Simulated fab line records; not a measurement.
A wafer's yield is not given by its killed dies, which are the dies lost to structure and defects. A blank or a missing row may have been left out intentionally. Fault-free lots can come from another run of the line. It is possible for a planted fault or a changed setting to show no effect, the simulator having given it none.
A struck lot beside a sound one    flow n5_finfet    36 out of 1938 route steps
Sound: the wafers L381.2, L381.5, L381.6. Struck: wafer L390.6; the same lot's L390.5 was not struck, so it is left out; see the end for the cause.
Each step with rows lists, per side, the tool, then ch with its chambers, then its first start. Under that, the readings that differ: sound wafers    struck wafers    difference of the means    sigmas: that difference in standard deviations of wafers without a fault.
alike: words and numbers the same on both sides, and readings whose means are apart by under 2 such deviations; not compared: readings that were withheld, readings missing a value for some wafer, numbers with overlapping values and no deviation given by the record, and bounds like >300 which may hide the same value.
The two part at a step that has a row with sigmas, a row that says differs or no value, or rows on one side only. Numbers that don't overlap but have no deviation are shown without sigmas and don't part them. Lack of a reading on every wafer of one side parts them only where that side has two or more wafers.

first, 9 steps without rows for these wafers: N5_PMOS_HMC_CHANNEL_EPI_EPI_26 (deposits Si from SiH4/H2, target thk 3.8 nm, time 22.7 s); N5_FIN_SAQP_PRECLEAN_42 (cleans in O3/DIW, time 60 s); N5_FIN_SAQP_PRECLEAN_00 (cleans in SC1, time 60 s); N5_FIN_SAQP_PRECLEAN_44 (cleans in SC2, time 45 s); N5_FIN_SAQP_SRD_01 (time 30 s); N5_FIN_SAQP_ALD_61 (deposits SiO2, target thk 4 nm, pulse time 1 s, purge time 2 s); N5_FIN_SAQP_DENSIFY_62 (time 60 s); N5_FIN_SAQP_HM_DEP_03 (deposits SiNx from SiH4/NH3/N2, target thk 38 nm, time 33.6 s); N5_FIN_SAQP_PECVD_47 (deposits a-Si from SiH4/He, target thk 45 nm, time 36.3 s).
N5_FIN_SAQP_PECVD_48: deposits SiNx from SiH4/NH3/N2, target thk 25 nm, time 22.1 s.
  sound on pecvd-04 ch 0,1, day 2 08:59; struck on pecvd-04 ch 0, day 4 14:34
reading                                      sound              struck  difference  sigmas
model.SiNx_of_FIN_SAQP_PECVD_48.thk_nm (nm)  24.87 25.31 25.59  40.88   +15.62      
  alike: chamber_pressure_Torr, heater_power_w, showerhead_plenum_p_Torr, throttle_valve_pct
then, 24 steps without rows for these wafers: N5_FIN_SAQP_PECVD_06 (deposits a-Si from SiH4/He, target thk 60 nm, time 48.1 s); N5_FIN_SAQP_HM_DEP_72 (deposits SiO2 from SiH4/N2O, target thk 12 nm, time 7.2 s); N5_FIN_SAQP_COAT_49 (time 60 s, resist thk 100 nm); N5_FIN_SAQP_COAT_50 (time 60 s, resist thk 35 nm); N5_FIN_SAQP_COAT_10 (resist thk 90 nm); N5_FIN_SAQP_EBR_12; N5_FIN_SAQP_SOFTBAKE_11 (time 60 s); N5_FIN_SAQP_EXPOSE_13 (exposes mask FIN CORE, target cd 35.6 nm); N5_FIN_SAQP_PEB_14 (peb time 60 s); N5_FIN_SAQP_DEVELOP_15 (develop time 30 s); N5_FIN_SAQP_DESCUM_21 (chemistry O2, time 7.9 s); N5_FIN_SAQP_ETCH_51 (etches SiARC in CF4, target depth 45.5 nm, time 75.8 s); N5_FIN_SAQP_ETCH_52 (etches SOC in N2/H2, target depth 100 nm, overetch 20 nm, time 150 s); N5_FIN_SAQP_STRIP_53 (strips in N2/H2); N5_FIN_SAQP_HM_OPEN_73 (chemistry CHF3/O2, target SiO2, stops on a-Si, target depth 12 nm, time 16.8 s); N5_FIN_SAQP_STRIP_74 (strips in CHF3/O2); N5_FIN_SAQP_MANDREL_ETCH_22 (etches a-Si in HBr/Cl2, stops on SiNx, target depth 60 nm, bt time 10 s, time 30 s); N5_FIN_SAQP_STRIP_55 (strips in N2/H2); N5_FIN_SAQP_STRIP_23 (strips in SPM, time 750 s); N5_FIN_SAQP_SRD_66 (time 30 s); N5_FIN_SAQP_RECESS_75 (chemistry HF/NH3, target SiO2, target depth 14.4 nm, afs cycles 3, sublimation time 60 s); N5_FIN_SAQP_SPACER1_ALD_24 (deposits SiO2, target thk 20.3 nm, pulse time 1 s, purge time 2 s); N5_FIN_SAQP_SPACER1_ETCHBACK_25 (etches SiO2 in CHF3/O2, target depth 24.4 nm, time 12.2 s); N5_FIN_SAQP_MANDREL1_REMOVE_56 (chemistry HBr/Cl2/O2, target a-Si, stops on SiNx, bt time 10 s).
N5_FIN_SAQP_ETCH_57: etches SiNx in CH3F/O2, target depth 32.5 nm, time 46.4 s.
  sound on rie_diel-01 ch 0,1, day 2 11:56; struck on rie_diel-03 ch 3, day 4 19:03
reading                   sound              struck  difference  sigmas
etch_rf_on_time_s (s)     45.7 46.9 46.4     76.8    +30.5       +35
mfc_ar_sccm (sccm)        149.4 150.9 150.6  149.3   -1.0        -2
model.etch.depth_nm (nm)  24.87 25.31 25.45  40.88   +15.67      
  alike: bias_w, drypump_motor_current_A, oes_product_au, rf_vpp_V, showerhead_plenum_p_Torr, throttle_valve_pct
  not compared: rf_hours_counter_h
-- the record jumps here: 6 days lie between the struck wafers' starts before and after (it left off in module FIN_SAQP and takes up again in module BEOL_M4, whose first step shown is number 1111 of the route) --
N5_BEOL_M4_RC_MEAS_101:
  sound on prober-01 ch 0, day 8 05:38; struck on prober-01 ch 0, day 11 00:45
  alike: DIBL_N, DIBL_P, IOFF_N, IOFF_P, ION_N, ION_P, SS_N, SS_P, VT_N, VT_P

## WHERE THEY PART
N5_FIN_SAQP_ETCH_57 only, going by this record. Later steps at which nothing parts them and some readings are alike: N5_BEOL_M4_RC_MEAS_101.

WHY: what the simulator had put in
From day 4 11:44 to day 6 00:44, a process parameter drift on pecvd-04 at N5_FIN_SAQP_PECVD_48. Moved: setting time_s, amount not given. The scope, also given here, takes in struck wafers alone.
